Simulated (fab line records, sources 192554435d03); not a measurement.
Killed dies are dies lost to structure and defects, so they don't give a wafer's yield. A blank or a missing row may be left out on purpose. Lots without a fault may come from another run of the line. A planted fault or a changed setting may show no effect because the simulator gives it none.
Chamber matching | flow n5_finfet | N5_FIN_SAQP_ETCH_67 on rie_diel-01: 4 sister chambers
The step etches SiNx in CH3F/O2, target depth 30 nm. 16 wafers are shown with their chamber, then 8 later ones without.

WAFERS WITH THEIR CHAMBER
wafer  | chamber | rf_vpp_V (V) | showerhead_plenum_p_Torr (Torr) | drypump_motor_current_A (A)
L076.1 | 1       | 306          | 2.05                            | 5.7
L076.4 | 0       | 300          | 2.05                            | 5.8
L076.6 | 2       | 293          | 2.03                            | 5.6
L079.2 | 0       | 299          | 2.05                            | 5.8
L079.3 | 2       | 295          | 2.03                            | 5.7
L079.5 | 3       | 301          | 2.00                            | 5.7
L081.1 | 1       | 305          | 2.05                            | 5.7
L081.2 | 2       | 293          | 2.02                            | 5.6
L081.6 | 3       | 300          | 2.00                            | 5.7
L083.2 | 0       | 301          | 2.04                            | 5.8
L083.4 | 0       | 300          | 2.04                            | 5.8
L083.6 | 2       | 292          | 2.02                            | 5.6
L086.1 | 0       | 300          | 2.04                            | 5.8
L086.3 | 2       | 293          | 2.02                            | 5.6
L086.5 | 3       | 300          | 2.00                            | 5.7
L093.2 | 1       | 304          | 2.04                            | 5.8

SIGNATURES (means of the wafers above)
reading                  | chamber 0 | chamber 1 | chamber 2 | chamber 3 | scatter within a chamber
rf_vpp_V                 | 300.00    | 305.00    | 293.20    | 300.33    | 0.888
showerhead_plenum_p_Torr | 2.0440    | 2.0467    | 2.0240    | 2.0000    | 0.00506
drypump_motor_current_A  | 5.800     | 5.733     | 5.620     | 5.700     | 0.035
Rule: a wafer's distance from a chamber is the root of the sum, over the readings, of the square of ((its reading less the chamber's mean) divided by the reading's scatter). The wafer belongs to the nearest chamber; if the next one is less than 2 further off, it can't be placed. The scatter: the root of (the sum of the squares of (reading less its chamber's mean) over the shown wafers, divided by (wafers less chambers)).

WAFERS WITHOUT THEIR CHAMBER
wafer  | rf_vpp_V (V) | showerhead_plenum_p_Torr (Torr) | drypump_motor_current_A (A)
L093.3 | 292          | 2.02                            | 5.6
L093.4 | 299          | 2.04                            | 5.8
L095.2 | 294          | 2.02                            | 5.6
L095.5 | 303          | 2.04                            | 5.7
L095.6 | 294          | 2.02                            | 5.7
L097.3 | 299          | 2.03                            | 5.7
L097.4 | 292          | 2.01                            | 5.6
L097.5 | 294          | 2.01                            | 5.6

WHICH CHAMBER EACH WENT THROUGH
wafer  | from the rows above     | in truth
L093.3 | 2                       | 2
L093.4 | 0                       | 0
L095.2 | 2                       | 2
L095.5 | can't be placed: 1 or 0 | 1
L095.6 | 2                       | 2
L097.3 | can't be placed: 0 or 3 | 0
L097.4 | 2                       | 2
L097.5 | 2                       | 2
Placed correctly: 6 of 8. Can't be placed from these rows: 2 (the true chamber is among the candidates in 2). Placed wrongly: 0.
